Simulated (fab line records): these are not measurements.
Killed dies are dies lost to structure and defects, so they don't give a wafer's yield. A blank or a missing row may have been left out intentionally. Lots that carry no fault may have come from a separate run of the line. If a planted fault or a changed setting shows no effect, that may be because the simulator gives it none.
Which tool did it? :: flow nand-harc :: Sampling: 13 lots, 39 wafers, 4 of 1302 route steps

WHAT EACH GAUGE READ, for each wafer
No reading from a measuring or inspecting step in the record can be judged against a usual standard deviation.

TOOL THAT RAN EACH LOT (tool first, then ch and the chambers of the sampled wafers, then the start)
lot: L340
NHARC_A_SLIT_ETCH_24: rie-diel-11 ch 0,1,3, day 20 10:19
NHARC_A_WL_FILL_ALD_00: ald-hk-03 ch 0,1,3, day 20 23:22
NHARC_A_WL_FILL_CVD_03: cvd-w-02 ch 0,1, day 21 00:17
NHARC_A_WL_FILL_STRIP_27: plasma-asher-01 ch 0,1, day 21 01:01

lot: L343
NHARC_A_SLIT_ETCH_24: rie-diel-06 ch 0,2,3, day 20 11:50
NHARC_A_WL_FILL_ALD_00: ald-hk-03 ch 0,1,2, day 21 03:21
NHARC_A_WL_FILL_CVD_03: cvd-w-01 ch 0,1, day 21 04:14
NHARC_A_WL_FILL_STRIP_27: plasma-asher-01 ch 0,1, day 21 04:59

lot: L342
NHARC_A_SLIT_ETCH_24: rie-diel-11 ch 1,2,3, day 20 18:11
NHARC_A_WL_FILL_ALD_00: ald-hk-01 ch 1,2,3, day 21 07:01
NHARC_A_WL_FILL_CVD_03: cvd-w-02 ch 0,1, day 21 07:56
NHARC_A_WL_FILL_STRIP_27: plasma-asher-01 ch 0,1, day 21 08:41

lot: L344
NHARC_A_SLIT_ETCH_24: rie-diel-06 ch 1,2,3, day 21 14:31
NHARC_A_WL_FILL_ALD_00: ald-hk-03 ch 0,1, day 22 04:09
NHARC_A_WL_FILL_CVD_03: cvd-w-02 ch 0, day 22 05:07
NHARC_A_WL_FILL_STRIP_27: plasma-asher-01 ch 0,1, day 22 05:49

lot: L346
NHARC_A_SLIT_ETCH_24: rie-diel-06 ch 0,1,3, day 22 12:40
NHARC_A_WL_FILL_ALD_00: ald-hk-01 ch 1,3, day 23 01:32
NHARC_A_WL_FILL_CVD_03: cvd-w-01 ch 0,1, day 23 02:30
NHARC_A_WL_FILL_STRIP_27: plasma-asher-02 ch 0,1, day 23 03:12

lot: L347
NHARC_A_SLIT_ETCH_24: rie-diel-02 ch 1,2, day 22 19:43
NHARC_A_WL_FILL_ALD_00: ald-hk-02 ch 1,2, day 23 08:42
NHARC_A_WL_FILL_CVD_03: cvd-w-02 ch 0,1, day 23 09:38
NHARC_A_WL_FILL_STRIP_27: plasma-asher-02 ch 0, day 23 10:24

lot: L353
NHARC_A_SLIT_ETCH_24: rie-diel-11 ch 1,2, day 24 16:13
NHARC_A_WL_FILL_ALD_00: ald-hk-01 ch 0,2, day 25 05:04
NHARC_A_WL_FILL_CVD_03: cvd-w-01 ch 0,1, day 25 05:57
NHARC_A_WL_FILL_STRIP_27: plasma-asher-02 ch 0,1, day 25 06:42

lot: L354
NHARC_A_SLIT_ETCH_24: rie-diel-02 ch 1,3, day 25 03:53
NHARC_A_WL_FILL_ALD_00: ald-hk-02 ch 0,2,3, day 25 16:31
NHARC_A_WL_FILL_CVD_03: cvd-w-02 ch 0, day 25 17:29
NHARC_A_WL_FILL_STRIP_27: plasma-asher-01 ch 0,1, day 25 18:16

lot: L355
NHARC_A_SLIT_ETCH_24: rie-diel-06 ch 0,3, day 25 23:42
NHARC_A_WL_FILL_ALD_00: ald-hk-03 ch 1,2, day 26 12:34
NHARC_A_WL_FILL_CVD_03: cvd-w-02 ch 0,1, day 26 13:29
NHARC_A_WL_FILL_STRIP_27: plasma-asher-01 ch 0,1, day 26 14:15

lot: L357
NHARC_A_SLIT_ETCH_24: rie-diel-02 ch 0,1,3, day 26 10:59
NHARC_A_WL_FILL_ALD_00: ald-hk-03 ch 0,1,2, day 26 23:59
NHARC_A_WL_FILL_CVD_03: cvd-w-01 ch 0,1, day 27 00:56
NHARC_A_WL_FILL_STRIP_27: plasma-asher-01 ch 0,1, day 27 01:39

lot: L358
NHARC_A_SLIT_ETCH_24: rie-diel-02 ch 1,2,3, day 28 00:38
NHARC_A_WL_FILL_ALD_00: ald-hk-02 ch 1,2,3, day 28 13:16
NHARC_A_WL_FILL_CVD_03: cvd-w-02 ch 0,1, day 28 14:15
NHARC_A_WL_FILL_STRIP_27: plasma-asher-01 ch 0,1, day 28 14:56

lot: L360
NHARC_A_SLIT_ETCH_24: rie-diel-06 ch 1,2, day 28 01:04
NHARC_A_WL_FILL_ALD_00: ald-hk-03 ch 0,3, day 28 17:30
NHARC_A_WL_FILL_CVD_03: cvd-w-01 ch 0,1, day 28 18:29
NHARC_A_WL_FILL_STRIP_27: plasma-asher-01 ch 0,1, day 28 19:28

lot: L361
NHARC_A_SLIT_ETCH_24: rie-diel-06 ch 0,1,2, day 29 10:10
NHARC_A_WL_FILL_ALD_00: ald-hk-03 ch 0,1,3, day 29 23:00
NHARC_A_WL_FILL_CVD_03: cvd-w-02 ch 0,1, day 29 23:56
NHARC_A_WL_FILL_STRIP_27: plasma-asher-02 ch 0,1, day 30 01:01
- NHARC_A_SLIT_ETCH_24: etches the open film in CF4/CHF3, target depth 121 nm, time 60.5 s.
- NHARC_A_WL_FILL_ALD_00: deposits Al2O3, target thk 3 nm, pulse time 3 s, ald cycles 30.
- NHARC_A_WL_FILL_CVD_03: deposits W, target thk 40 nm, time 279 s.
- NHARC_A_WL_FILL_STRIP_27: strips in N2/H2, time 20 s.

AS READ BY THE TOOLS THEMSELVES (means over the sampled wafers that have a number; for cases with no such wafer, the mark the record gives instead)
NHARC_A_SLIT_ETCH_24. Usual: drypump-motor-current-A 5.8 A, standard deviation 0.43; oes-product-au 0.960 a.u., standard deviation 0.016; rf-fwd-power-W 494.8 W, standard deviation 2.2; rf-vpp-V 370.0 V, standard deviation 1.6; showerhead-plenum-p-Torr 1.55 Torr, standard deviation 0.042; throttle-valve-pct 16.802 %, standard deviation 0.0093.
lot: L340
tool: rie-diel-11
drypump-motor-current-A (A): 5.6
oes-product-au (a.u.): 0.925
rf-fwd-power-W (W): 493.2
rf-vpp-V (V): 370.7
showerhead-plenum-p-Torr (Torr): 1.59
throttle-valve-pct (%): 16.805
flag: 

lot: L343
tool: rie-diel-06
drypump-motor-current-A (A): 5.8
oes-product-au (a.u.): 0.925
rf-fwd-power-W (W): 494.2
rf-vpp-V (V): 370.2
showerhead-plenum-p-Torr (Torr): 1.56
throttle-valve-pct (%): 16.803
flag: 

lot: L342
tool: rie-diel-11
drypump-motor-current-A (A): 5.5
oes-product-au (a.u.): 0.973
rf-fwd-power-W (W): 493.7
rf-vpp-V (V): 370.1
showerhead-plenum-p-Torr (Torr): 1.56
throttle-valve-pct (%): 16.797
flag: 

lot: L344
tool: rie-diel-06
drypump-motor-current-A (A): 6.0
oes-product-au (a.u.): 0.972
rf-fwd-power-W (W): 494.4
rf-vpp-V (V): 369.7
showerhead-plenum-p-Torr (Torr): 1.54
throttle-valve-pct (%): 16.801
flag: 

lot: L346
tool: rie-diel-06
drypump-motor-current-A (A): 5.6
oes-product-au (a.u.): 0.970
rf-fwd-power-W (W): 495.0
rf-vpp-V (V): 370.4
showerhead-plenum-p-Torr (Torr): 1.57
throttle-valve-pct (%): 16.803
flag: 

lot: L347
tool: rie-diel-02
drypump-motor-current-A (A): 5.7
oes-product-au (a.u.): 0.969
rf-fwd-power-W (W): 493.6
rf-vpp-V (V): 367.8
showerhead-plenum-p-Torr (Torr): 1.49
throttle-valve-pct (%): 16.803
flag: 

lot: L353
tool: rie-diel-11
drypump-motor-current-A (A): 5.8
oes-product-au (a.u.): 0.943
rf-fwd-power-W (W): 494.6
rf-vpp-V (V): 370.2
showerhead-plenum-p-Torr (Torr): 1.54
throttle-valve-pct (%): 16.807
flag: 

lot: L354
tool: rie-diel-02
drypump-motor-current-A (A): 5.6
oes-product-au (a.u.): 0.976
rf-fwd-power-W (W): 495.2
rf-vpp-V (V): 368.6
showerhead-plenum-p-Torr (Torr): 1.53
throttle-valve-pct (%): 16.799
flag: 

lot: L355
tool: rie-diel-06
drypump-motor-current-A (A): 5.5
oes-product-au (a.u.): 0.951
rf-fwd-power-W (W): 493.9
rf-vpp-V (V): 371.1
showerhead-plenum-p-Torr (Torr): 1.59
throttle-valve-pct (%): 16.807
flag: 

lot: L357
tool: rie-diel-02
drypump-motor-current-A (A): 5.9
oes-product-au (a.u.): 0.953
rf-fwd-power-W (W): 495.0
rf-vpp-V (V): 369.6
showerhead-plenum-p-Torr (Torr): 1.53
throttle-valve-pct (%): 16.800
flag: 

lot: L358
tool: rie-diel-02
drypump-motor-current-A (A): 5.7
oes-product-au (a.u.): 0.964
rf-fwd-power-W (W): 495.3
rf-vpp-V (V): 369.0
showerhead-plenum-p-Torr (Torr): 1.51
throttle-valve-pct (%): 16.804
flag: 

lot: L360
tool: rie-diel-06
drypump-motor-current-A (A): 6.0
oes-product-au (a.u.): 0.966
rf-fwd-power-W (W): 497.7
rf-vpp-V (V): 368.7
showerhead-plenum-p-Torr (Torr): 1.53
throttle-valve-pct (%): 16.804
flag: 

lot: L361
tool: rie-diel-06
drypump-motor-current-A (A): 5.8
oes-product-au (a.u.): 0.965
rf-fwd-power-W (W): 495.9
rf-vpp-V (V): 369.7
showerhead-plenum-p-Torr (Torr): 1.55
throttle-valve-pct (%): 16.792
flag: 

NHARC_A_WL_FILL_ALD_00. Usual: heater-power-w 452 W, standard deviation 46; precursor-pulse-height-rel 0.999, standard deviation 0.019.
lot: L340
tool: ald-hk-03
heater-power-w (W): 481
precursor-pulse-height-rel: 1.006
flag: 

lot: L343
tool: ald-hk-03
heater-power-w (W): 480
precursor-pulse-height-rel: 0.999
flag: 

lot: L342
tool: ald-hk-01
heater-power-w (W): 416
precursor-pulse-height-rel: 1.000
flag: 

lot: L344
tool: ald-hk-03
heater-power-w (W): 462
precursor-pulse-height-rel: 0.970
flag: 

lot: L346
tool: ald-hk-01
heater-power-w (W): 408
precursor-pulse-height-rel: 1.006
flag: 

lot: L347
tool: ald-hk-02
heater-power-w (W): 441
precursor-pulse-height-rel: 0.995
flag: 

lot: L353
tool: ald-hk-01
heater-power-w (W): 450
precursor-pulse-height-rel: 0.997
flag: 

lot: L354
tool: ald-hk-02
heater-power-w (W): 415
precursor-pulse-height-rel: 1.011
flag: 

lot: L355
tool: ald-hk-03
heater-power-w (W): 536
precursor-pulse-height-rel: 1.003
flag: 

lot: L357
tool: ald-hk-03
heater-power-w (W): 498
precursor-pulse-height-rel: 1.005
flag: 

lot: L358
tool: ald-hk-02
heater-power-w (W): 448
precursor-pulse-height-rel: 1.006
flag: 

lot: L360
tool: ald-hk-03
heater-power-w (W): 454
precursor-pulse-height-rel: 0.989
flag: 

lot: L361
tool: ald-hk-03
heater-power-w (W): 469
precursor-pulse-height-rel: 1.011
flag: 

NHARC_A_WL_FILL_CVD_03. Usual: heater-power-w 467 W, standard deviation 46; throttle-valve-pct 7.9 %, standard deviation 0.39.
lot: L340
tool: cvd-w-02
heater-power-w (W): 502
throttle-valve-pct (%): 8.0
flag: 

lot: L343
tool: cvd-w-01
heater-power-w (W): 412
throttle-valve-pct (%): 7.7
flag: 

lot: L342
tool: cvd-w-02
heater-power-w (W): 496
throttle-valve-pct (%): 8.0
flag: 

lot: L344
tool: cvd-w-02
heater-power-w (W): 493
throttle-valve-pct (%): 7.9
flag: 

lot: L346
tool: cvd-w-01
heater-power-w (W): 425
throttle-valve-pct (%): 8.2
flag: 

lot: L347
tool: cvd-w-02
heater-power-w (W): 508
throttle-valve-pct (%): 7.9
flag: 

lot: L353
tool: cvd-w-01
heater-power-w (W): 426
throttle-valve-pct (%): 7.7
flag: 

lot: L354
tool: cvd-w-02
heater-power-w (W): 497
throttle-valve-pct (%): 8.1
flag: 

lot: L355
tool: cvd-w-02
heater-power-w (W): 503
throttle-valve-pct (%): 8.1
flag: 

lot: L357
tool: cvd-w-01
heater-power-w (W): 452
throttle-valve-pct (%): 7.9
flag: 

lot: L358
tool: cvd-w-02
heater-power-w (W): 512
throttle-valve-pct (%): 7.8
flag: 

lot: L360
tool: cvd-w-01
heater-power-w (W): 452
throttle-valve-pct (%): 8.1
flag: 

lot: L361
tool: cvd-w-02
heater-power-w (W): 502
throttle-valve-pct (%): 7.7
flag: 

NHARC_A_WL_FILL_STRIP_27. Usual: drypump-motor-current-A 5.7 A, standard deviation 0.55; heater-power-w 315 W, standard deviation 16.
lot: L340
tool: plasma-asher-01
drypump-motor-current-A (A): 6.2
heater-power-w (W): 315
flag: 

lot: L343
tool: plasma-asher-01
drypump-motor-current-A (A): 6.2
heater-power-w (W): 312
flag: 

lot: L342
tool: plasma-asher-01
drypump-motor-current-A (A): 6.2
heater-power-w (W): 309
flag: 

lot: L344
tool: plasma-asher-01
drypump-motor-current-A (A): 6.2
heater-power-w (W): 311
flag: 

lot: L346
tool: plasma-asher-02
drypump-motor-current-A (A): 5.1
heater-power-w (W): 329
flag: 

lot: L347
tool: plasma-asher-02
drypump-motor-current-A (A): 5.4
heater-power-w (W): 299
flag: 

lot: L353
tool: plasma-asher-02
drypump-motor-current-A (A): 5.1
heater-power-w (W): 328
flag: 

lot: L354
tool: plasma-asher-01
drypump-motor-current-A (A): 6.2
heater-power-w (W): 318
flag: 

lot: L355
tool: plasma-asher-01
drypump-motor-current-A (A): 6.2
heater-power-w (W): 317
flag: 

lot: L357
tool: plasma-asher-01
drypump-motor-current-A (A): 6.2
heater-power-w (W): 312
flag: 

lot: L358
tool: plasma-asher-01
drypump-motor-current-A (A): 6.2
heater-power-w (W): 315
flag: 

lot: L360
tool: plasma-asher-01
drypump-motor-current-A (A): 6.2
heater-power-w (W): 321
flag: 

lot: L361
tool: plasma-asher-02
drypump-motor-current-A (A): 5.1
heater-power-w (W): 311
flag: 

THE ANSWER, worked out from the rows above alone
Rule: take the mean of a lot's wafers that have a number; if it is more than 3 standard deviations from the usual mean, the lot is off. A lot without any number at a reading at which 4 lots or more have one is off too. Where the step has rows for the other lots, those lots are counted as sound. After the gauges, taken in route order, come the tools' own readings; for these a lot's mean is taken, as printed above. The first step at which some lot is off is used, and at that step the reading that is off furthest; a lot without a number counts as furthest.
No lot is off at any reading shown: from this, nothing can be told.

WHAT THE SIMULATOR PUT IN
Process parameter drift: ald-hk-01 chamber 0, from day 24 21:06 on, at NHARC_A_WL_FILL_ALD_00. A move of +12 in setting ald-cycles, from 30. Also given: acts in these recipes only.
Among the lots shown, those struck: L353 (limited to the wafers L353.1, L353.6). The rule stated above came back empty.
